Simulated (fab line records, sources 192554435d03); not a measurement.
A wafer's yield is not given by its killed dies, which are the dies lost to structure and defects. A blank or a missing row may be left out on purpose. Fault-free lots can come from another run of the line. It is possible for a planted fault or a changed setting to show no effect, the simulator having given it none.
Chamber matching + flow n5-finfet + 4 sister chambers for N5_STI_FIN_REVEAL_ALD_00 on ald-sin-02
The step deposits SiO2, target thk 1 nm, pulse time 1 s. 4 wafers are shown with their chamber, then 9 later ones without.

## WAFERS, EACH WITH ITS CHAMBER
| wafer  | chamber | heater-power-outer-w (W) |
|--------|---------|--------------------------|
| L087.4 | 2       | 296                      |
| L090.3 | 1       | 297                      |
| L090.4 | 0       | 301                      |
| L090.5 | 3       | 267                      |

## WAFERS MISSING THEIR CHAMBER
| wafer  | heater-power-outer-w (W) |
|--------|--------------------------|
| L092.1 | 292                      |
| L092.3 | 274                      |
| L092.5 | 271                      |
| L095.1 | 301                      |
| L095.4 | 307                      |
| L095.5 | 281                      |
| L096.2 | 298                      |
| L096.3 | 308                      |
| L096.6 | 280                      |

## WHICH CHAMBER EACH WENT THROUGH
| wafer  | from the rows above               | in truth |
|--------|-----------------------------------|----------|
| L092.1 | can't be placed: 2 or 1 or 0      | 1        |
| L092.3 | can't be placed: 3 or 2           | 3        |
| L092.5 | 3                                 | 3        |
| L095.1 | can't be placed: 0 or 1 or 2      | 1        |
| L095.4 | can't be placed: 0 or 1 or 2      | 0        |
| L095.5 | can't be placed: 3 or 2 or 1 or 0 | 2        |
| L096.2 | can't be placed: 1 or 2 or 0      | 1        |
| L096.3 | can't be placed: 0 or 1 or 2      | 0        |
| L096.6 | can't be placed: 3 or 2 or 1 or 0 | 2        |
Correctly placed: 1 of 9. Not placeable from these rows: 8 (in 8, the candidates include the true chamber). Number placed wrongly: 0.
How it was worked out, from the rows above alone: a wafer's distance from a chamber is the root of the sum, over the readings, of the square of ((its reading less the chamber's mean) divided by the reading's scatter). The wafer belongs to the nearest chamber; if the next one is less than 2 further off, it can't be placed. A chamber's mean is the mean of its shown wafers. The scatter: with one shown wafer a chamber, the root of the mean of the squares of how far each hidden wafer lies from its nearest shown one.
